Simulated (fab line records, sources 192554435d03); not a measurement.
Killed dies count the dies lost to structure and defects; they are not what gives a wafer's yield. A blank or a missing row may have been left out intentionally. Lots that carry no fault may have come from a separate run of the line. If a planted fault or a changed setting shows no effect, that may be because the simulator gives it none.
The tool behind it: which one? :: flow n5_finfet :: Sampling: 22 lots, 66 wafers, 2 of 1938 route steps

== WHAT THE GAUGES READ, wafer by wafer ==
N5_BEOL_M15_INSPECT_55: inspects for defects (darkfield).
lot: L074
measured: day 12 22:54
on: defect_inspect-02
raw_defect_count: 78 73 68

lot: L075
measured: day 13 17:37
on: defect_inspect-01
raw_defect_count: 47 69 73

lot: L078
measured: day 14 05:58
on: defect_inspect-01
raw_defect_count: 53 34 33

lot: L076
measured: day 14 07:45
on: defect_inspect-01
raw_defect_count: 65 44 65

lot: L077
measured: day 14 11:11
on: defect_inspect-02
raw_defect_count: 59 75 96

lot: L079
measured: day 14 18:58
on: defect_inspect-02
raw_defect_count: 112 87 78

lot: L083
measured: day 14 20:22
on: defect_inspect-02
raw_defect_count: 44 56 56

lot: L080
measured: day 15 10:56
on: defect_inspect-02
raw_defect_count: 74 76 68

lot: L084
measured: day 16 00:41
on: defect_inspect-01
raw_defect_count: 36 32 72

lot: L085
measured: day 16 06:44
on: defect_inspect-01
raw_defect_count: 62 53 48

lot: L088
measured: day 16 19:03
on: defect_inspect-02
raw_defect_count: 62 70 51

lot: L087
measured: day 16 19:55
on: defect_inspect-01
raw_defect_count: 71 144 38

lot: L089
measured: day 17 02:02
on: defect_inspect-01
raw_defect_count: 96 125 74

lot: L086
measured: day 17 19:00
on: defect_inspect-02
raw_defect_count: 49 65 83

lot: L091
measured: day 17 19:47
on: defect_inspect-02
raw_defect_count: 85 79 78

lot: L093
measured: day 18 08:03
on: defect_inspect-02
raw_defect_count: 56 48 71

lot: L092
measured: day 18 16:00
on: defect_inspect-02
raw_defect_count: 54 65 76

lot: L094
measured: day 19 04:58
on: defect_inspect-02
raw_defect_count: 137 135 107

lot: L090
measured: day 19 23:18
on: defect_inspect-02
raw_defect_count: 112 60 83

lot: L097
measured: day 20 04:25
on: defect_inspect-01
raw_defect_count: 47 51 33

lot: L096
measured: day 20 05:58
on: defect_inspect-01
raw_defect_count: 61 87 47

lot: L095
measured: day 20 18:29
on: defect_inspect-02
raw_defect_count: 90 100 41

== TOOL THAT RAN EACH LOT (tool first, then ch and the chambers of the sampled wafers, then the start) ==
lot: L074
N5_BEOL_M15_ETCH_38: rie_diel-06 ch 0,3, day 12 22:54 or earlier

lot: L075
N5_BEOL_M15_ETCH_38: rie_diel-06 ch 0,1,3, day 13 17:37 or earlier

lot: L078
N5_BEOL_M15_ETCH_38: rie_diel-03 ch 1,3, day 14 05:58 or earlier

lot: L076
N5_BEOL_M15_ETCH_38: rie_diel-03 ch 0,3, day 14 07:45 or earlier

lot: L077
N5_BEOL_M15_ETCH_38: rie_diel-03 ch 1,2, day 14 11:11 or earlier

lot: L079
N5_BEOL_M15_ETCH_38: rie_diel-06 ch 1,2,3, day 14 18:58 or earlier

lot: L083
N5_BEOL_M15_ETCH_38: rie_diel-02 ch 0,3, day 14 20:22 or earlier

lot: L080
N5_BEOL_M15_ETCH_38: rie_diel-06 ch 0,1,3, day 15 10:56 or earlier

lot: L084
N5_BEOL_M15_ETCH_38: rie_diel-03 ch 0,1,2, day 16 00:41 or earlier

lot: L085
N5_BEOL_M15_ETCH_38: rie_diel-02 ch 0,2, day 16 06:44 or earlier

lot: L088
N5_BEOL_M15_ETCH_38: rie_diel-02 ch 0,1,3, day 16 19:03 or earlier

lot: L087
N5_BEOL_M15_ETCH_38: rie_diel-06 ch 0,1,2, day 16 19:55 or earlier

lot: L089
N5_BEOL_M15_ETCH_38: rie_diel-02 ch 0,1,3, day 17 02:02 or earlier

lot: L086
N5_BEOL_M15_ETCH_38: rie_diel-02 ch 0,2,3, day 17 19:00 or earlier

lot: L091
N5_BEOL_M15_ETCH_38: rie_diel-06 ch 0,2, day 17 19:47 or earlier

lot: L093
N5_BEOL_M15_ETCH_38: rie_diel-06 ch 1,3, day 18 08:03 or earlier

lot: L092
N5_BEOL_M15_ETCH_38: rie_diel-06 ch 1,3, day 18 16:00 or earlier

lot: L094
N5_BEOL_M15_ETCH_38: rie_diel-03 ch 1,2, day 19 04:58 or earlier

lot: L090
N5_BEOL_M15_ETCH_38: rie_diel-03 ch 0,2, day 19 23:18 or earlier

lot: L097
N5_BEOL_M15_ETCH_38: rie_diel-03 ch 0,1,3, day 20 04:25 or earlier

lot: L096
N5_BEOL_M15_ETCH_38: rie_diel-02 ch 2,3, day 20 05:58 or earlier

lot: L095
N5_BEOL_M15_ETCH_38: rie_diel-02 ch 0,2,3, day 20 18:29 or earlier
- N5_BEOL_M15_ETCH_38: etches SiCN in CF4/N2, target depth 106.4 nm, time 120.5 s.

== WHAT THE TOOLS THEMSELVES READ (means of the sampled wafers that have a number; where no wafer has one, the mark that the record gives instead) ==
N5_BEOL_M15_ETCH_38.
lot: L074
tool: rie_diel-06
chamber_pressure_mTorr (mTorr): 40.02
drypump_motor_current_A (A): 5.6
mfc_ar_sccm (sccm): 100.0
n2_flow_sccm (sccm): 60.05
oes_product_au (a.u.): 0.82
rf_vpp_V (V): 380.9
showerhead_plenum_p_Torr (Torr): 2.16
throttle_valve_pct (%): 15.30

lot: L075
tool: rie_diel-06
chamber_pressure_mTorr (mTorr): 40.04
drypump_motor_current_A (A): 5.6
mfc_ar_sccm (sccm): 99.8
n2_flow_sccm (sccm): 60.22
oes_product_au (a.u.): 0.78
rf_vpp_V (V): 382.4
showerhead_plenum_p_Torr (Torr): 2.19
throttle_valve_pct (%): 15.45

lot: L078
tool: rie_diel-03
chamber_pressure_mTorr (mTorr): 39.98
drypump_motor_current_A (A): 5.4
mfc_ar_sccm (sccm): 100.2
n2_flow_sccm (sccm): 59.85
oes_product_au (a.u.): 0.74
rf_vpp_V (V): 383.9
showerhead_plenum_p_Torr (Torr): 2.25
throttle_valve_pct (%): 15.73

lot: L076
tool: rie_diel-03
chamber_pressure_mTorr (mTorr): 39.98
drypump_motor_current_A (A): 5.3
mfc_ar_sccm (sccm): 99.9
n2_flow_sccm (sccm): 60.11
oes_product_au (a.u.): 0.75
rf_vpp_V (V): 383.3
showerhead_plenum_p_Torr (Torr): 2.26
throttle_valve_pct (%): 15.68

lot: L077
tool: rie_diel-03
chamber_pressure_mTorr (mTorr): 39.96
drypump_motor_current_A (A): 6.1
mfc_ar_sccm (sccm): 99.9
n2_flow_sccm (sccm): 60.10
oes_product_au (a.u.): 0.80
rf_vpp_V (V): 382.1
showerhead_plenum_p_Torr (Torr): 2.21
throttle_valve_pct (%): 15.40

lot: L079
tool: rie_diel-06
chamber_pressure_mTorr (mTorr): 40.01
drypump_motor_current_A (A): 5.7
mfc_ar_sccm (sccm): 100.2
n2_flow_sccm (sccm): 59.91
oes_product_au (a.u.): 0.74
rf_vpp_V (V): 380.9
showerhead_plenum_p_Torr (Torr): 2.15
throttle_valve_pct (%): 15.60

lot: L083
tool: rie_diel-02
chamber_pressure_mTorr (mTorr): 40.02
drypump_motor_current_A (A): 5.6
mfc_ar_sccm (sccm): 100.4
n2_flow_sccm (sccm): 59.90
oes_product_au (a.u.): 0.71
rf_vpp_V (V): 379.5
showerhead_plenum_p_Torr (Torr): 2.09
throttle_valve_pct (%): 15.58

lot: L080
tool: rie_diel-06
chamber_pressure_mTorr (mTorr): 40.01
drypump_motor_current_A (A): 5.6
mfc_ar_sccm (sccm): 99.7
n2_flow_sccm (sccm): 60.00
oes_product_au (a.u.): 0.77
rf_vpp_V (V): 381.0
showerhead_plenum_p_Torr (Torr): 2.18
throttle_valve_pct (%): 15.48

lot: L084
tool: rie_diel-03
chamber_pressure_mTorr (mTorr): 39.97
drypump_motor_current_A (A): 5.9
mfc_ar_sccm (sccm): 99.9
n2_flow_sccm (sccm): 59.86
oes_product_au (a.u.): 0.81
rf_vpp_V (V): 382.4
showerhead_plenum_p_Torr (Torr): 2.22
throttle_valve_pct (%): 15.36

lot: L085
tool: rie_diel-02
chamber_pressure_mTorr (mTorr): 40.01
drypump_motor_current_A (A): 5.5
mfc_ar_sccm (sccm): 99.7
n2_flow_sccm (sccm): 60.01
oes_product_au (a.u.): 0.73
rf_vpp_V (V): 381.1
showerhead_plenum_p_Torr (Torr): 2.16
throttle_valve_pct (%): 15.55

lot: L088
tool: rie_diel-02
chamber_pressure_mTorr (mTorr): 39.99
drypump_motor_current_A (A): 5.5
mfc_ar_sccm (sccm): 99.9
n2_flow_sccm (sccm): 60.11
oes_product_au (a.u.): 0.82
rf_vpp_V (V): 383.3
showerhead_plenum_p_Torr (Torr): 2.25
throttle_valve_pct (%): 15.31

lot: L087
tool: rie_diel-06
chamber_pressure_mTorr (mTorr): 40.00
drypump_motor_current_A (A): 5.6
mfc_ar_sccm (sccm): 100.0
n2_flow_sccm (sccm): 59.86
oes_product_au (a.u.): 0.78
rf_vpp_V (V): 380.8
showerhead_plenum_p_Torr (Torr): 2.13
throttle_valve_pct (%): 15.40

lot: L089
tool: rie_diel-02
chamber_pressure_mTorr (mTorr): 40.00
drypump_motor_current_A (A): 5.5
mfc_ar_sccm (sccm): 100.2
n2_flow_sccm (sccm): 60.17
oes_product_au (a.u.): 0.82
rf_vpp_V (V): 383.7
showerhead_plenum_p_Torr (Torr): 2.25
throttle_valve_pct (%): 15.32

lot: L086
tool: rie_diel-02
chamber_pressure_mTorr (mTorr): 40.00
drypump_motor_current_A (A): 5.6
mfc_ar_sccm (sccm): 99.8
n2_flow_sccm (sccm): 60.10
oes_product_au (a.u.): 0.79
rf_vpp_V (V): 381.8
showerhead_plenum_p_Torr (Torr): 2.20
throttle_valve_pct (%): 15.41

lot: L091
tool: rie_diel-06
chamber_pressure_mTorr (mTorr): 40.00
drypump_motor_current_A (A): 5.7
mfc_ar_sccm (sccm): 100.0
n2_flow_sccm (sccm): 59.92
oes_product_au (a.u.): 0.76
rf_vpp_V (V): 379.2
showerhead_plenum_p_Torr (Torr): 2.07
throttle_valve_pct (%): 15.41

lot: L093
tool: rie_diel-06
chamber_pressure_mTorr (mTorr): 39.99
drypump_motor_current_A (A): 5.7
mfc_ar_sccm (sccm): 99.9
n2_flow_sccm (sccm): 60.14
oes_product_au (a.u.): 0.89
rf_vpp_V (V): 382.0
showerhead_plenum_p_Torr (Torr): 2.19
throttle_valve_pct (%): 15.42

lot: L092
tool: rie_diel-06
chamber_pressure_mTorr (mTorr): 39.98
drypump_motor_current_A (A): 5.7
mfc_ar_sccm (sccm): 100.0
n2_flow_sccm (sccm): 59.92
oes_product_au (a.u.): 0.88
rf_vpp_V (V): 381.4
showerhead_plenum_p_Torr (Torr): 2.19
throttle_valve_pct (%): 15.42

lot: L094
tool: rie_diel-03
chamber_pressure_mTorr (mTorr): 40.04
drypump_motor_current_A (A): 6.1
mfc_ar_sccm (sccm): 99.6
n2_flow_sccm (sccm): 60.02
oes_product_au (a.u.): 0.77
rf_vpp_V (V): 382.2
showerhead_plenum_p_Torr (Torr): 2.20
throttle_valve_pct (%): 15.45

lot: L090
tool: rie_diel-03
chamber_pressure_mTorr (mTorr): 40.01
drypump_motor_current_A (A): 5.6
mfc_ar_sccm (sccm): 100.1
n2_flow_sccm (sccm): 59.98
oes_product_au (a.u.): 0.84
rf_vpp_V (V): 383.5
showerhead_plenum_p_Torr (Torr): 2.23
throttle_valve_pct (%): 15.22

lot: L097
tool: rie_diel-03
chamber_pressure_mTorr (mTorr): 40.01
drypump_motor_current_A (A): 5.8
mfc_ar_sccm (sccm): 100.0
n2_flow_sccm (sccm): 59.95
oes_product_au (a.u.): 0.74
rf_vpp_V (V): 382.8
showerhead_plenum_p_Torr (Torr): 2.23
throttle_valve_pct (%): 15.67

lot: L096
tool: rie_diel-02
chamber_pressure_mTorr (mTorr): 40.01
drypump_motor_current_A (A): 5.5
mfc_ar_sccm (sccm): 99.8
n2_flow_sccm (sccm): 60.02
oes_product_au (a.u.): 0.96
rf_vpp_V (V): 383.0
showerhead_plenum_p_Torr (Torr): 2.22
throttle_valve_pct (%): 15.22

lot: L095
tool: rie_diel-02
chamber_pressure_mTorr (mTorr): 40.00
drypump_motor_current_A (A): 5.6
mfc_ar_sccm (sccm): 100.1
n2_flow_sccm (sccm): 59.95
oes_product_au (a.u.): 0.86
rf_vpp_V (V): 382.1
showerhead_plenum_p_Torr (Torr): 2.20
throttle_valve_pct (%): 15.32

== THE ANSWER, worked out from the rows above alone ==
Rule: usual is defined by the lots themselves. The widest of any qualifying gaps counts: lots, ordered by their means at a reading, are off when they make up no more than a third of the lots, leave a main group of 4 or more, and stand apart from it by 3 or more times the standard deviation of that group's means. Not used: any main group whose means are identical at the precision the tables above print for the reading. A lot without any number at a reading at which 4 lots or more have one is off too. The other lots that the step has rows for count as sound. Order of review: gauges by route order, followed by the tools' own readings, for which a lot's mean as printed above is used. The first step at which some lot is off is used, and at that step the reading that is off furthest; a lot without a number counts as furthest.
None of the lots is off at any reading shown; this tells nothing.

== WHAT THE SIMULATOR PUT IN ==
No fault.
